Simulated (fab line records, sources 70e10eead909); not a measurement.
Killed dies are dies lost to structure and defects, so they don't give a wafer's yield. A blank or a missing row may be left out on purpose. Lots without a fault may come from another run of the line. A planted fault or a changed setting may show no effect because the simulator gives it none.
fab line records | flow nand_harc
record lots=7 wafers=21 last_day=30
route steps=1302 shown A_M1@1182 END@1302
lots that met no fault: from a run of the same line without faults
start_h: hours from the record's first day to the start of the lot's first wafer shown | wait_h: hours since the lot's step before | " the same as in the row above | L1.1+2: a row that stands for several wafers | - no value, or no start given | * or withheld: withheld | < > ~ a bound
route shown NAME@n: a module of which the file shows steps, and the number in the route of the first | usual: mean/standard deviation of fault-free wafers | same: alike in all rows | chamber/n: place in a boat | sites: the reading at each site | _std_site: their standard deviation | _edge_site: outer sites' mean less inner sites' | radius_mm: how far each site lies from the wafer's centre | mask NAME#n: copy n | behind: the tool/chamber that last shaped the wafer | hold: why the lot was held/for how many hours/how that ended | device: the transistor (n, p or np) that didn't switch | end of line: the same wafers' tests at the end of the route | a step without rows: its recipe alone | killed: dies lost to structure and defects at the first sort, not the wafer's yield | map: a wafer's dies, x killed, . not, _ none there
set.NAME: the setting as run; set.NAME@STEP: as run at that earlier step | model.NAME: the simulator's own value behind a step, which no gauge read
lots at some steps of the route; a table a step, a row a wafer
services: from which hour (start_h, from the record's first day; less than 0 if before it) a tool's chamber was out of use, for how many hours, and why
## steps
# step NHARC_A_M1_DESCUM_14
# recipe time_s=3 o2_flow_sccm=200 ar_flow_sccm=0 bias_power_w=0 chemistry=O2
# usual chamber_pressure_mTorr=60.00/0.063 drypump_motor_current_A=5.5/0.47 oes_product_au=1.002/0.008 rf_vpp_V=57.8/0.92 showerhead_plenum_p_Torr=1.92/0.085 throttle_valve_pct=11.312/0.0098
# columns lot.wafer tool chamber start_h wait_h chamber_pressure_mTorr drypump_motor_current_A oes_product_au rf_hours_counter_h rf_vpp_V showerhead_plenum_p_Torr throttle_valve_pct
L763.3 rie_diel-11 2 500.98 0.1 59.95 5.9 0.990 4 58.8 1.93 11.322
L763.5 " 0 " " 59.89 5.1 0.981 - 56.7 1.83 11.323
L763.6 " 1 " " 60.06 5.0 0.992 - 58.7 1.91 11.305
L764.4 rie_diel-02 0 528.99 0.1 60.05 5.1 1.002 7 58.2 1.98 11.313
L764.2 " 3 " " 59.98 5.9 0.994 6 57.1 1.90 11.335
L764.5 " 1 " " 59.94 4.9 0.990 - 56.6 2.05 11.315
L769.4 rie_diel-02 1 584.41 0.1 59.95 4.9 1.000 0 59.6 2.05 11.306
L769.1 " 3 " " 59.90 5.9 1.008 0 57.7 1.90 11.304
L769.6 " 0 " " 59.99 5.2 1.000 - 59.0 1.98 11.314
L770.1 rie_diel-02 2 590.41 0.1 59.98 5.7 1.009 0 57.6 1.82 11.307
L770.6 " 0 " " 59.98 5.2 1.009 - 58.1 1.98 11.306
L770.5 " 1 " " 59.99 4.9 0.995 - 58.5 2.05 11.318
L771.2 rie_diel-11 2 593.61 0.1 59.87 5.9 1.005 9 57.4 1.93 11.320
L771.1 " 3 " " 60.00 6.1 0.997 8 58.1 1.80 11.315
L771.6 " 0 " " 59.96 5.1 0.996 - 58.7 1.83 11.304
L772.1 rie_diel-02 2 606.70 0.1 60.11 5.7 0.993 1 58.2 1.82 11.296
L772.2 " 0 " " 60.07 5.2 1.002 1 59.0 1.98 11.316
L772.5 " 1 " " 59.95 4.9 1.006 - 57.7 2.05 11.308
L778.3 rie_diel-06 1 673.41 0.1 60.00 6.0 0.983 0 57.6 1.94 11.303
L778.4 " 1 " " 59.99 6.0 0.994 - 58.8 1.94 11.317
L778.5 " 0 " " 60.02 6.1 0.994 - 58.7 2.03 11.303
# step NHARC_A_M1_ETCH_35
# recipe target_depth_a=400 overetch_a=120 time_s=43.94 ion_energy_ev=200 n2_flow_sccm=150 h2_flow_sccm=150 ar_flow_sccm=0 rf_w=400 bias_w=150 chemistry=N2/H2
# usual chamber_pressure_mTorr=30.000/0.025 drypump_motor_current_A=5.6/0.45 oes_product_au=1.003/0.0075 rf_vpp_V=430.3/2.6 showerhead_plenum_p_Torr=2.04/0.093 throttle_valve_pct=14.171/0.0095
# columns lot.wafer tool chamber start_h wait_h chamber_pressure_mTorr drypump_motor_current_A oes_product_au rf_hours_counter_h rf_vpp_V showerhead_plenum_p_Torr throttle_valve_pct
L763.3 rie_diel-11 3 501.06 0.1 30.011 6.0 0.996 3 427.6 1.92 14.185
L763.5 " 0 " " 29.985 5.1 0.997 - 427.9 1.95 14.166
L763.6 " 1 " " 29.986 4.9 0.998 - 430.3 2.03 14.159
L764.4 rie_diel-02 0 529.08 0.1 30.083 5.2 1.006 7 433.3 2.11 14.180
L764.2 " 1 " " 30.028 5.0 0.991 5 432.6 2.19 14.151
L764.5 " 1 " " 30.007 5.0 0.992 - 435.8 2.19 14.180
L769.4 rie_diel-02 2 584.48 0.1 30.001 5.7 1.003 0 427.7 1.94 14.165
L769.1 " 0 " " 30.014 5.1 1.008 0 431.5 2.11 14.160
L769.6 " 3 " " 29.996 5.9 0.998 - 430.8 2.02 14.159
L770.1 rie_diel-02 1 590.48 0.1 30.035 5.0 0.994 0 435.9 2.19 14.168
L770.5 " 0 " " 30.015 5.2 1.012 - 431.9 2.11 14.164
L770.6 " 1 " " 29.987 5.0 0.998 - 434.1 2.19 14.167
L771.1 rie_diel-11 1 593.68 0.1 30.007 4.9 0.988 8 431.4 2.03 14.160
L771.2 " 0 " " 29.956 5.1 0.997 7 426.4 1.95 14.166
L771.6 " 2 " " 30.017 6.0 0.997 - 429.7 2.05 14.185
L772.2 rie_diel-02 2 606.78 0.1 29.995 5.7 1.006 1 428.1 1.94 14.169
L772.1 " 1 " " 30.022 4.9 1.015 1 434.0 2.19 14.182
L772.5 " 2 " " 29.970 5.7 1.011 - 427.1 1.94 14.162
L778.3 rie_diel-06 2 673.52 0.1 30.017 5.5 1.006 0 426.1 1.90 14.159
L778.5 " 2 " " 30.012 5.5 0.998 - 426.5 1.90 14.147
L778.4 " 0 " " 29.999 6.2 0.987 - 433.3 2.16 14.177
# step NHARC_A_M1_ETCH_15
# recipe target_depth_a=1825 time_s=91.2 c4f8_flow_sccm=withheld ar_flow_sccm=400 rf_w=600 bias_w=300 chemistry=C4F8/Ar
# step NHARC_A_M1_CD_MEAS_16
# usual cd_nm=120.2/0.65
# columns lot.wafer tool chamber start_h wait_h cd_nm
L763.3 cd_sem-03 - 501.27 - 120.5
L763.5 " - " " 120.8
L763.6 " - " " 121.4
L764.2 cd_sem-03 - 529.30 - 119.9
L764.4 " - " " 120.2
L764.5 " - " " 120.1
L769.1 cd_sem-02 - 584.70 - 119.2
L769.4 " - " " 119.9
L769.6 " - " " 119.7
L770.1 cd_sem-03 - 590.70 - 119.9
L770.5 " - " " 120.2
L770.6 " - " " 121.2
L771.1 cd_sem-01 - 593.89 - 120.7
L771.2 " - " " 119.3
L771.6 " - " " 120.4
L772.1 cd_sem-02 - 607.00 - 120.3
L772.2 " - " " 119.8
L772.5 " - " " 119.3
L778.3 cd_sem-03 - 673.77 - 118.9
L778.4 " - " " 120.5
L778.5 " - " " 120.4
# step NHARC_A_M1_STRIP_18
# recipe power_w=1000 n2_flow_sccm=150 h2_flow_sccm=150 ar_flow_sccm=0 bias_w=0 chemistry=N2/H2
# usual chamber_pressure_mTorr=30.00/0.032 drypump_motor_current_A=5.5/0.5 oes_product_au=1.003/0.0071 rf_vpp_V=90.6/0.98 showerhead_plenum_p_Torr=2.03/0.085 throttle_valve_pct=14.170/0.0083
# columns lot.wafer tool chamber start_h wait_h chamber_pressure_mTorr drypump_motor_current_A oes_product_au rf_hours_counter_h rf_vpp_V showerhead_plenum_p_Torr throttle_valve_pct
L763.3 rie_diel-02 3 501.34 0.1 30.00 5.9 1.002 5 90.8 2.02 14.172
L763.6 " 3 " " 29.97 5.9 0.993 - 90.3 2.02 14.171
L763.5 " 0 " " 30.03 5.2 1.006 - 91.3 2.11 14.177
L764.4 rie_diel-06 3 529.40 0.1 30.08 4.6 1.001 1 89.8 2.05 14.166
L764.2 " 0 " " 29.91 6.2 0.989 1 92.2 2.16 14.179
L764.5 " 2 " " 30.10 5.5 1.004 - 89.2 1.90 14.179
L769.1 rie_diel-06 2 584.80 0.1 29.95 5.5 1.000 2 89.8 1.90 14.186
L769.4 " 3 " " 30.04 4.6 1.003 2 90.2 2.05 14.177
L769.6 " 1 " " 30.01 5.9 0.999 - 91.6 2.06 14.176
L770.1 rie_diel-11 3 590.80 0.1 30.02 6.1 0.999 8 90.9 1.92 14.159
L770.6 " 2 " " 30.00 5.9 1.001 - 92.1 2.06 14.157
L770.5 " 3 " " 29.98 6.1 1.006 - 90.6 1.92 14.174
L771.1 rie_diel-02 0 593.97 0.1 29.99 5.1 1.013 0 90.3 2.11 14.168
L771.2 " 3 " " 30.01 5.9 1.009 1 91.4 2.02 14.180
L771.6 " 0 " " 29.99 5.2 1.016 - 90.5 2.11 14.168
L772.2 rie_diel-06 2 607.07 0.1 29.97 5.5 1.024 3 89.1 1.90 14.172
L772.1 " 0 " " 30.00 6.2 1.009 3 91.3 2.16 14.176
L772.5 " 3 " " 29.94 4.6 1.020 - 90.3 2.05 14.166
L778.3 rie_diel-11 1 673.84 0.1 30.02 4.9 0.993 6 90.0 2.03 14.184
L778.4 " 0 " " 30.03 5.1 1.001 5 90.3 1.95 14.181
L778.5 " 1 " " 29.98 4.9 1.003 - 91.2 2.03 14.174
# step NHARC_A_M1_ETCH_28
# recipe target_depth_a=300 over_etch_frac=0.3 time_s=72.99 ion_energy_ev=150 cf4_flow_sccm=50 n2_flow_sccm=100 ar_flow_sccm=150 rf_w=300 bias_w=100 chemistry=CF4/N2
# step NHARC_A_M1_STRIP_19
# recipe time_s=600 temp_c=30 chemistry=post_etch_residue_remover
# step NHARC_A_M1_DEGAS_29
# recipe temp_c=250 time_s=60
# step NHARC_A_M1_PRE_CLEAN_30
# recipe time_s=30 temp_c=280 gas=H2/He
# step NHARC_A_M1_PVD_20
# recipe target_thk_a=50 bias_v=168.6 power_w=15000 chamber_pressure_pa=0.12 time_s=8.06 substrate_temp_c=50 material=TaN
# step NHARC_A_M1_PVD_21
# recipe target_thk_a=300 chamber_pressure_pa=5 power_w=5000 substrate_temp_c=30 time_s=20.49 material=Cu
# usual throttle_valve_pct=29.7/0.88
# columns lot.wafer tool chamber start_h wait_h throttle_valve_pct
L763.3 pvd_sputter-01 - - - 30.4
L763.6 " - " " 28.3
L763.5 " - " " 30.2
L764.2 pvd_sputter-01 - - - 28.4
L764.4 " - " " 28.1
L764.5 " - " " 30.1
L769.4 pvd_sputter-03 - - - 30.9
L769.1 " - " " 29.9
L769.6 " - " " 31.0
L770.1 pvd_sputter-03 - - - 30.2
L770.5 " - " " 29.7
L770.6 " - " " 29.4
L771.2 pvd_sputter-03 - - - 29.9
L771.1 " - " " 28.9
L771.6 " - " " 29.2
L772.1 pvd_sputter-01 - - - 30.1
L772.2 " - " " 30.0
L772.5 " - " " 30.3
L778.4 pvd_sputter-01 - - - 30.2
L778.3 " - " " 30.3
L778.5 " - " " 30.3
# step NHARC_A_M1_ECD_22
# recipe target_thk_a=4000 bath_temp_c=25 material=Cu
# step NHARC_A_M1_ANNEAL_31
# recipe temp_c=225 time_s=90
# usual anneal_temp_c=224.94/0.16 anneal_temp_c_max=225.85/0.22 wafer_temp_C_max=226.01/0.28
# columns lot.wafer tool chamber start_h wait_h anneal_temp_c anneal_temp_c_max wafer_temp_C_max
L763.3 rtp_anneal-02 0 502.89 - 224.95 225.82 225.52
L763.5 " 0 " " 225.27 226.10 225.69
L763.6 " 0 " " 225.31 226.30 225.93
L764.2 rtp_anneal-01 0 530.79 - 224.97 225.88 225.77
L764.4 " 0 " " 224.86 225.85 225.65
L764.5 " 0 " " 225.22 226.23 225.70
L769.1 rtp_anneal-02 - 586.16 - - - -
L769.4 " - " " - - -
L769.6 " - " " - - -
L770.1 rtp_anneal-01 - 592.15 - - - -
L770.5 " - " " - - -
L770.6 " - " " - - -
L771.1 rtp_anneal-01 - 595.41 - - - -
L771.2 " - " " - - -
L771.6 " - " " - - -
L772.1 rtp_anneal-01 0 608.45 0.3 225.17 226.06 225.89
L772.2 " 0 " " 225.07 225.96 226.06
L772.5 " 0 " " 224.91 225.53 225.93
L778.3 rtp_anneal-02 0 675.35 0.4 225.12 226.05 226.67
L778.4 " 0 " " 224.88 225.63 226.22
L778.5 " 0 " " 224.98 225.93 225.98
# step NHARC_A_M1_CMP_23
# recipe t_overpolish_s=20 target_thk_nm=154.34
# usual motor_current_A=11.8/1.3 time_to_endpoint_s=29.0/2.3
# columns lot.wafer tool chamber start_h wait_h motor_current_A time_to_endpoint_s
L763.3 cmp-02 2 503.16 - 14.1 29.1
L763.5 " 1 " " 13.5 31.6
L763.6 " 2 " " 13.6 29.1
L764.2 cmp-04 3 531.09 - 10.5 31.4
L764.4 " 2 " " 9.7 31.9
L764.5 " 0 " " 12.2 33.1
L769.1 cmp-04 0 586.53 - 12.2 30.0
L769.4 " 2 " " 9.6 32.8
L769.6 " 3 " " 10.1 27.3
L770.1 cmp-01 0 592.52 - 12.3 31.2
L770.6 " 3 " " 10.1 30.6
L770.5 " 0 " " 12.2 32.7
L771.2 cmp-02 2 595.79 - 13.9 28.6
L771.1 " 0 " " 13.3 29.0
L771.6 " 2 " " 14.8 28.7
L772.2 cmp-01 2 608.81 - 11.3 26.3
L772.1 " 1 " " 13.7 29.3
L772.5 " 2 " " 11.3 30.2
L778.4 cmp-01 0 675.64 - 13.2 29.5
L778.3 " 1 " " 13.6 28.4
L778.5 " 3 " " 11.0 25.3
# step NHARC_END_SORT_01
# recipe temp_c=25
# usual defect_limited_yield=91/3 killed_at_array=56/20 killed_at_other=1/1.3 killed_at_periphery=3.5/2.7 killed_dies=60/20 killed_open=3.3/1.6 killed_short=2.4/1.5
# same gross_dies=677
# columns lot.wafer tool chamber start_h wait_h hold defect_limited_yield[%] killed_at_array killed_at_other killed_at_periphery killed_dies killed_open killed_short
L763.3 prober-02 0 535.51 3.1 - 92 45 0 10 55 5 3
L763.5 prober-02 0 537.09 3.7 - 90 59 2 5 66 4 3
L763.6 prober-02 0 537.88 3.9 - 94 41 1 2 44 5 2
L764.2 prober-02 0 564.46 2.8 - 90 57 0 12 69 6 4
L764.4 prober-02 0 566.06 3.4 - 88 66 1 12 79 1 2
L764.5 prober-02 0 566.86 3.7 - 86 86 1 11 98 4 3
L769.1 prober-01 0 618.88 2.4 - 87 85 0 6 91 5 3
L769.4 prober-01 0 621.25 3.4 - 88 73 2 4 79 3 1
L769.6 prober-01 0 622.83 4.0 - 88 80 0 2 82 5 1
L770.1 prober-02 0 625.17 2.4 await_dispo/4.7h/release 88 76 1 7 84 6 5
L770.5 prober-02 0 628.39 3.7 await_dispo/4.7h/release 85 91 3 6 100 7 3
L770.6 prober-02 0 629.19 4.0 await_dispo/4.7h/release 89 68 3 4 75 1 4
L772.1 prober-02 0 647.23 2.5 - 91 59 1 1 61 2 2
L772.2 prober-02 0 648.04 2.8 - 91 57 0 3 60 2 1
L772.5 prober-02 0 650.45 3.7 - 92 50 0 3 53 1 4
L778.3 prober-02 0 712.73 3.1 - 94 34 1 3 38 4 3
L778.4 prober-02 0 713.53 3.4 - 93 47 2 1 50 0 1
L778.5 prober-02 0 714.33 3.7 - 94 34 0 4 38 5 3
# killed by level:class
L763.3 A_CHANNEL_HOLE_D2:chamber_film_flake=21 A_CONTACT:chamber_film_flake=7 A_SLIT:chamber_film_flake=5 P_GATE:chamber_film_flake=4 A_STAIRCASE:chamber_film_flake=3 P_M1:geometric_particle:open=2 A_ONON_D2:geometric_particle:open=2 A_CHANNEL_FILL_D2:chamber_film_flake=2
L763.5 A_CHANNEL_HOLE_D2:chamber_film_flake=38 A_CONTACT:chamber_film_flake=5 A_SLIT:chamber_film_flake=4 P_GATE:chamber_film_flake=3 A_SGD_CUT:chamber_film_flake=3 A_SGD_CUT:geometric_particle:short=2 HYBRID_BOND:chamber_film_flake=2 A_CHANNEL_FILL_D2:chamber_film_flake=2
L763.6 A_CHANNEL_HOLE_D2:chamber_film_flake=12 A_CONTACT:chamber_film_flake=11 A_SLIT:chamber_film_flake=5 A_STAIRCASE:chamber_film_flake=4 A_DECK1_JOINT:chamber_film_flake=2 P_STI:geometric_particle:open=1 P_M0:geometric_particle:short=1 A_ONON_D2:geometric_particle:open=1
L764.2 A_SLIT:chamber_film_flake=21 A_CHANNEL_HOLE_D1:chamber_film_flake=19 P_ZERO_WELL:chamber_film_flake=4 P_M0:chamber_film_flake=4 A_CONTACT:chamber_film_flake=4 A_STAIRCASE:chamber_film_flake=3 P_CONTACT:geometric_particle:open=2 A_CHANNEL_HOLE_D2:chamber_film_flake=2
L764.4 A_SLIT:chamber_film_flake=22 A_CHANNEL_HOLE_D1:chamber_film_flake=21 A_CHANNEL_HOLE_D2:chamber_film_flake=7 A_STAIRCASE:chamber_film_flake=6 P_ZERO_WELL:chamber_film_flake=4 P_GATE:chamber_film_flake=4 P_M0:chamber_film_flake=4 A_WL_FILL:chamber_film_flake=3
L764.5 A_CHANNEL_HOLE_D1:chamber_film_flake=39 A_SLIT:chamber_film_flake=25 A_CHANNEL_HOLE_D2:chamber_film_flake=6 A_STAIRCASE:chamber_film_flake=5 P_ZERO_WELL:chamber_film_flake=3 P_GATE:chamber_film_flake=3 P_M0:chamber_film_flake=3 A_WL_FILL:chamber_film_flake=3
L769.1 A_SLIT:chamber_film_flake=24 A_M1:area_anneal=22 A_CHANNEL_HOLE_D2:chamber_film_flake=14 A_CONTACT:chamber_film_flake=8 A_CHANNEL_HOLE_D1:chamber_film_flake=5 P_CONTACT:geometric_particle:open=2 A_ZERO_WELL:chamber_film_flake=2 A_M1:chamber_film_flake=2
L769.4 A_M1:area_anneal=22 A_SLIT:chamber_film_flake=19 A_CONTACT:chamber_film_flake=12 A_CHANNEL_HOLE_D2:chamber_film_flake=9 A_M1:chamber_film_flake=6 A_CHANNEL_HOLE_D1:chamber_film_flake=3 P_M0:geometric_particle:open=1 A_SOURCE_PLATE:geometric_particle:short=1
L769.6 A_M1:area_anneal=29 A_SLIT:chamber_film_flake=27 A_CHANNEL_HOLE_D2:chamber_film_flake=8 A_CONTACT:chamber_film_flake=5 A_ONON_D1:geometric_particle:open=2 A_ZERO_WELL:chamber_film_flake=2 A_M1:chamber_film_flake=2 A_CHANNEL_FILL_D1:geometric_particle:short=1
L770.1 A_CHANNEL_HOLE_D1:chamber_film_flake=19 A_M1:area_anneal=19 A_CHANNEL_HOLE_D2:chamber_film_flake=11 A_CONTACT:chamber_film_flake=9 A_WL_FILL:chamber_film_flake=7 P_STI:chamber_film_flake=3 A_ONON_D2:geometric_particle:short=2 A_BLC:geometric_particle:open=2
L770.5 A_CHANNEL_HOLE_D1:chamber_film_flake=36 A_M1:area_anneal=25 A_CHANNEL_HOLE_D2:chamber_film_flake=13 A_CONTACT:chamber_film_flake=6 THIN_TSV:chamber_film_flake=3 P_GATE:geometric_particle:open=2 P_CONTACT:chamber_film_flake=2 A_M1:chamber_film_flake=2
L770.6 A_M1:area_anneal=30 A_CHANNEL_HOLE_D1:chamber_film_flake=17 A_CHANNEL_HOLE_D2:chamber_film_flake=8 A_CONTACT:chamber_film_flake=6 THIN_TSV:chamber_film_flake=3 A_WL_FILL:chamber_film_flake=2 P_STI:geometric_particle:short=1 P_CONTACT:geometric_particle:open=1
L772.1 A_SLIT:chamber_film_flake=23 A_CHANNEL_HOLE_D2:chamber_film_flake=13 A_CHANNEL_HOLE_D1:chamber_film_flake=9 A_CONTACT:chamber_film_flake=7 A_CHANNEL_FILL_D1:chamber_film_flake=2 A_STAIRCASE:chamber_film_flake=2 A_CHANNEL_HOLE_D1:geometric_particle:short=1 A_CHANNEL_FILL_D2:geometric_particle:open=1
L772.2 A_SLIT:chamber_film_flake=24 A_CHANNEL_HOLE_D2:chamber_film_flake=19 A_CHANNEL_HOLE_D1:chamber_film_flake=4 P_BONDPAD:chamber_film_flake=3 A_CONTACT:chamber_film_flake=3 A_STAIRCASE:chamber_film_flake=2 A_WL_FILL:chamber_film_flake=2 A_CHANNEL_FILL_D1:geometric_particle:open=1
L772.5 A_SLIT:chamber_film_flake=25 A_CHANNEL_HOLE_D2:chamber_film_flake=9 P_BONDPAD:chamber_film_flake=3 A_CHANNEL_FILL_D1:chamber_film_flake=3 A_CHANNEL_FILL_D1:geometric_particle:short=2 A_CHANNEL_HOLE_D1:chamber_film_flake=2 A_STAIRCASE:chamber_film_flake=2 A_CHANNEL_HOLE_D1:geometric_particle:short=1
L778.3 A_CHANNEL_HOLE_D1:chamber_film_flake=17 A_STAIRCASE:chamber_film_flake=4 A_CONTACT:chamber_film_flake=3 A_M1:chamber_film_flake=3 P_GATE:chamber_film_flake=2 P_M0:geometric_particle:open=1 A_SOURCE_PLATE:geometric_particle:open=1 A_CHANNEL_FILL_D1:geometric_particle:short=1
L778.4 A_CHANNEL_HOLE_D1:chamber_film_flake=35 A_STAIRCASE:chamber_film_flake=6 A_M1:chamber_film_flake=2 THIN_TSV:chamber_film_flake=2 A_WL_FILL:geometric_particle:short=1 P_STI:chamber_film_flake=1 A_CHANNEL_HOLE_D2:chamber_film_flake=1 A_CONTACT:chamber_film_flake=1
L778.5 A_CHANNEL_HOLE_D1:chamber_film_flake=16 A_STAIRCASE:chamber_film_flake=4 P_GATE:chamber_film_flake=2 A_SLIT:chamber_film_flake=2 A_CONTACT:chamber_film_flake=2 A_M1:chamber_film_flake=2 P_GATE:geometric_particle:open=1 P_M2:geometric_particle:short=1
## services
# columns tool chamber start_h hours kind
rie_diel-06 - 484.21 9.0 pm
cmp-02 - 484.94 1.4 repair
pvd_sputter-03 - 487.27 1.5 repair
cmp-02 - 492.04 0.5 repair
rie_diel-02 1 495.57 9.1 repair
cmp-01 - 498.06 4.0 pm
cmp-04 - 504.15 4.0 pm
cmp-04 - 515.88 2.0 repair
pvd_sputter-03 - 526.00 10.0 pm
cmp-02 - 527.85 4.0 pm
rie_diel-06 2 547.28 3.2 repair
rie_diel-02 - 570.70 9.0 pm
pvd_sputter-01 - 582.00 10.0 pm
rie_diel-02 2 590.87 5.9 repair
rie_diel-06 1 594.36 10.8 repair
cmp-01 - 596.06 4.0 pm
rie_diel-02 1 607.30 10.9 repair
rie_diel-06 3 607.98 1.3 repair
rie_diel-11 - 609.50 9.0 pm
pvd_sputter-01 - 610.30 1.8 repair
rie_diel-11 - 629.02 0.4 repair
rie_diel-02 - 651.80 0.4 repair
rie_diel-06 - 661.21 9.0 pm
pvd_sputter-01 - 672.41 1.4 repair
## key
first_sign step=NHARC_A_M1_ANNEAL_31 reading=tool_record direction=missing
effect none on later readings
met_at NHARC_A_M1_ANNEAL_31
struck_wafers L769.1,L769.4,L769.6,L770.1,L770.5,L770.6,L771.1,L771.2,L771.6
sort_left_out L771.1,L771.2,L771.6
onset_between 530.79 586.16
fault kind=skipped_step_whole tool=rtp_anneal-01,rtp_anneal-02 chamber=- onset_h=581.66 steps=NHARC_A_M1_ANNEAL_31 scope=struck_lots_only
# sort_left_out: the simulated sort isn't trusted on such a fault, so these wafers' sort isn't shown, and their yield isn't known
